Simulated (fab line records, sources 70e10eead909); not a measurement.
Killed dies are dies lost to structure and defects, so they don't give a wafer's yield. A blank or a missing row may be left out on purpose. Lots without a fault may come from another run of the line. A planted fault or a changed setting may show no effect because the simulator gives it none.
Chamber matching | flow nand_harc | NHARC_A_STAIRCASE_CMP_450 on cmp-02: 4 sister chambers
The step polishes SiO2, target thk 200 nm. 14 wafers are shown with their chamber, then 7 later ones without.

WAFERS WITH THEIR CHAMBER
wafer  | chamber | motor_current_A (A)
L385.2 | 2       | 12.5
L385.5 | 2       | 13.0
L385.6 | 3       | 12.2
L387.1 | 1       | 11.5
L387.3 | 2       | 12.3
L387.6 | 3       | 12.3
L391.2 | 2       | 13.0
L391.4 | 1       | 11.8
L391.5 | 1       | 12.3
L397.1 | 1       | 12.6
L397.2 | 2       | 13.5
L397.5 | 3       | 11.7
L398.1 | 3       | 11.7
L398.2 | 0       | 12.0

SIGNATURES (means of the wafers above)
reading         | chamber 0 | chamber 1 | chamber 2 | chamber 3 | scatter within a chamber
motor_current_A | 12.000    | 12.050    | 12.860    | 11.975    | 0.439
Rule: a wafer's distance from a chamber is the root of the sum, over the readings, of the square of ((its reading less the chamber's mean) divided by the reading's scatter). The wafer belongs to the nearest chamber; if the next one is less than 2 further off, it can't be placed. The scatter: the root of (the sum of the squares of (reading less its chamber's mean) over the shown wafers, divided by (wafers less chambers)).

WAFERS WITHOUT THEIR CHAMBER
wafer  | motor_current_A (A)
L398.4 | 13.2
L399.1 | 11.2
L399.5 | 12.5
L399.6 | 12.4
L403.1 | 11.3
L403.2 | 12.0
L403.4 | 12.3

WHICH CHAMBER EACH WENT THROUGH
wafer  | from the rows above               | in truth
L398.4 | can't be placed: 2 or 1 or 0      | 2
L399.1 | can't be placed: 3 or 0 or 1      | 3
L399.5 | can't be placed: 2 or 1 or 0 or 3 | 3
L399.6 | can't be placed: 1 or 0 or 3 or 2 | 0
L403.1 | can't be placed: 3 or 0 or 1      | 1
L403.2 | can't be placed: 0 or 3 or 1 or 2 | 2
L403.4 | can't be placed: 1 or 0 or 3 or 2 | 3
Placed correctly: 0 of 7. Can't be placed from these rows: 7 (the true chamber is among the candidates in 7). Placed wrongly: 0.
